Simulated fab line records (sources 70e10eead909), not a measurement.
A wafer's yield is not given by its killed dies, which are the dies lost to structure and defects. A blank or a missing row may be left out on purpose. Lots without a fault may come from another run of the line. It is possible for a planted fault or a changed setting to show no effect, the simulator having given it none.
Comparing a struck lot with a sound one :: flow nand-harc :: 14 steps out of a route of 1302
Sound: these wafers, L125.3, L125.5, L125.6. The struck wafers were L117.1, L117.2, L117.3. The cause comes at the end.
For every step that has rows: the tool of each side, followed by ch and its chambers, followed by its first start. Under that, the readings that differ: sound wafers :: struck wafers :: difference of the means :: sigmas: that difference in standard deviations of wafers without a fault.
alike: readings whose means differ by less than 2 such deviations, and words and numbers that are the same on both sides. not compared: withheld readings, readings that some wafer has no value for, bounds like >300 that may hide the same value, and numbers for which the record gives no deviation and whose values overlap.
A row with sigmas, a row that says differs or no value, or rows on one side alone: a step with any of these is where the two part. Non-overlapping numbers with no deviation appear without sigmas and do not part them. A reading missing from all wafers of one side parts the sides only when that side holds two or more wafers.

NHARC_P_CONTACT_PVD_32: deposits Ti, target thk 5 nm, time 17.7 s.
  sound on pvd-sputter-03; struck on pvd-sputter-03
  alike: cathode-dc-power-W, throttle-valve-pct
NHARC_P_CONTACT_ALD_22: deposits TiN, target thk 3 nm, pulse time 1 s, ald cycles 150.
  sound on ald-metal-03 ch 1,2, day 11 22:05; struck on ald-metal-04 ch 1,2,3, day 9 00:35
  alike: heater-power-w, precursor-pulse-height-rel
NHARC_P_CONTACT_CVD_23: deposits W, target thk 200 nm, time 557 s.
  sound on cvd-w-01 ch 0,1; struck on cvd-w-02 ch 0,1
  alike: heater-power-w, throttle-valve-pct
NHARC_P_CONTACT_CMP_24: polishes, t overpolish 30 s, target thk 200 nm.
  sound on cmp-02 ch 2,3, day 11 22:58; struck on cmp-04 ch 0,1,3, day 9 01:28
  alike: motor-current-A, overpolish-run-s, time-to-endpoint-s
following that, these wafers have no rows for 1 step: NHARC_P_CONTACT_SRD_26.
NHARC_P_CONTACT_INSPECT_27:
  sound on defect-inspect-02 at day 11 23:20; struck on defect-inspect-01 at day 9 01:52
reading: raw-defect-count
sound: 359 548 550
struck: 122 150 140
difference: -348
sigmas: -3
then, 5 steps without rows for these wafers: NHARC_P_M0_DEP_00 (deposits SiOC, target thk 150 nm); NHARC_P_M0_DEHYDRATE_01 (time 120 s); NHARC_P_M0_HMDS_02 (time 30 s); NHARC_P_M0_COAT_33 (time 65 s); NHARC_P_M0_COAT_03 (resist thk 90 nm).
NHARC_P_M0_SOFTBAKE_04: time 55 s.
  sound on litho-track-04 ch 0, day 11 23:00; struck on litho-track-04 ch 0, day 9 02:00
reading: heater-power-total-W (W)
sound: 188.50 188.32 188.38
struck: 181.54 181.37 181.50
difference: -6.93
sigmas: -53
  alike: exhaust-pa, resist-line-temp-C
then, 2 steps without rows for these wafers: NHARC_P_M0_EBR_05; NHARC_END_SORT_01.

== WHERE THEY PART ==
Last at NHARC_P_M0_SOFTBAKE_04 as far as this record goes, first at NHARC_P_CONTACT_INSPECT_27.

WHY: whatever the simulator had introduced
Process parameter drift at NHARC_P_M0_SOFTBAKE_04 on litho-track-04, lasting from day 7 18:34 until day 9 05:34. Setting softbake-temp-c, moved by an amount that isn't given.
